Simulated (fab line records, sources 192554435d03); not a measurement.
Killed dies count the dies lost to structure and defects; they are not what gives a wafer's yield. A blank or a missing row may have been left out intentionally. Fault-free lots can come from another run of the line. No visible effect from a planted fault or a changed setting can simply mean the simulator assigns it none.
Struck lot and sound lot, side by side    flow n5-finfet    21 steps out of a route of 1938
Sound: the wafers L526.1, L526.3, L526.4. Struck: wafer L531.6. (L531.1, L531.2 of the same lot were not struck and are left out.) The cause comes at the end.
Order at every step that has rows: each side's tool, ch and its chambers, its first start. Under that, the readings that differ: sound wafers    struck wafers    difference of the means    sigmas: that difference in standard deviations of wafers without a fault.
alike: a reading whose means differ by less than 2 such deviations, as well as words and numbers matching on both sides. not compared: withheld readings; readings where some wafer has no value; bounds like >300 that might hide an equal value; numbers whose values overlap and for which the record gives no deviation.
A row with sigmas, a row that says differs or no value, or rows on one side alone: a step with any of these is where the two part. Numbers that don't overlap but have no deviation are shown without sigmas and don't part them. A reading that every wafer of one side lacks parts them only if that side has two wafers or more.

first, 1 step without rows for these wafers: N5_BEOL_M10_TRENCH_ETCH_37 (etches SiCOH lowk in C4F6/O2, target depth 148.83 nm, time 48 s).
N5_BEOL_M10_ETCH_41: etches SiCN in CH3F/O2, target depth 42.6 nm, time 86 s.
  sound on rie-diel-03 ch 1,2,3; struck on rie-diel-04 ch 3
  alike: drypump-motor-current-A, oes-product-au, rf-vpp-V, showerhead-plenum-p-Torr, throttle-valve-pct
  not compared: rf-hours-counter-h
then, 1 step without rows for these wafers: N5_BEOL_M10_STRIP_77 (strips in N2/H2, time 10 s).
N5_BEOL_M10_OCD_MEAS_38:
  sound on ocd-01 at day 10 09:16; struck on ocd-02 at day 11 14:32
  alike: trench-depth-nm
then, 4 steps without rows for these wafers: N5_BEOL_M10_HM_STRIP_39 (strips TiN in peroxide tin strip, target depth 25 nm, time 158 s); N5_BEOL_M10_SRD_40 (time 30 s); N5_BEOL_M10_PRECLEAN_42 (cleans in residue remover, time 60 s); N5_BEOL_M10_SRD_43 (time 30 s).
N5_BEOL_M10_CD_MEAS_35: target cd 70 nm.
  sound on cd-sem-01 at day 10 09:26; struck on cd-sem-01 at day 11 14:41
  alike: cd-nm
N5_BEOL_M10_CURE_72: cures SiCOH lowk, time 120 s.
  sound on uv-cure-01 ch 2, day 10 09:28; struck on uv-cure-03 ch 2, day 11 14:44
  alike: lamp-power-pct, wafer_temp_C_max
then, 1 step without rows for these wafers: N5_BEOL_M10_DEGAS_44 (time 60 s).
N5_BEOL_M10_PRE_CLEAN_45: time 30 s.
  sound on pvd-sputter-01 at day 10 10:00; struck on pvd-sputter-02 at day 11 16:28
  alike: heater-power-w
N5_BEOL_M10_ALD_74: deposits TaN, target thk 2 nm, pulse time 2 s, purge time 3 s.
  sound on ald-metal-02 ch 1,2, day 10 10:05; struck on ald-metal-02 ch 3, day 11 16:32
reading                                   sound     struck  difference  sigmas
ald-cycles                                40 40 40  64      +24         
model.TaN_of_BEOL_M10_ALD_74.thk-nm (nm)  2 2 2     3.2     +1.2        
  alike: heater-power-w
N5_BEOL_M10_SURFACE_TREAT_76:
  sound on pvd-sputter-02 at day 10 10:24; struck on pvd-sputter-03 at day 11 16:52
  not compared: throttle-valve-pct
then, 1 step without rows for these wafers: N5_BEOL_M10_CVD_75 (deposits Co from CCTBA/H2, target thk 2 nm, time 138.9 s).
N5_BEOL_M10_SPUTTER_48: material Cu, target thk 12 nm, time 2 s.
  sound on pvd-sputter-01 at day 10 10:35; struck on pvd-sputter-03 at day 11 17:09
  alike: throttle-valve-pct
then, 2 steps without rows for these wafers: N5_BEOL_M10_ECD_50 (material Cu, target thk 318 nm); N5_BEOL_M10_ANNEAL_51 (time 90 s).
N5_BEOL_M10_CMP_52: polishes, stops on SiCOH lowk, t overpolish 7 s, target thk 140 nm.
  sound on cmp-02 ch 0,1,3, day 10 11:07; struck on cmp-02 ch 0, day 11 17:46
reading                       sound              struck  difference  sigmas
barrier-field-endpoint-s (s)  30.0 29.4 30.4     32.0    +2.1        +3
platen-rpm (rpm)              49.94 50.00 49.96  50.09   +0.12       +4
  alike: motor-current-A
N5_BEOL_M10_THK_MEAS_53: measures by xrf.
  sound on film-metro-02 at day 10 11:24; struck on film-metro-01 at day 11 18:01
  alike: M10_THK
then, 1 step without rows for these wafers: N5_PASSIVATION_PROBE_49.

WHERE THEY PART
At N5_BEOL_M10_CMP_52 and nowhere else, as far as this record goes. Later steps at which nothing parts them and some readings are alike: N5_BEOL_M10_THK_MEAS_53.

WHY: the cause the simulator had injected
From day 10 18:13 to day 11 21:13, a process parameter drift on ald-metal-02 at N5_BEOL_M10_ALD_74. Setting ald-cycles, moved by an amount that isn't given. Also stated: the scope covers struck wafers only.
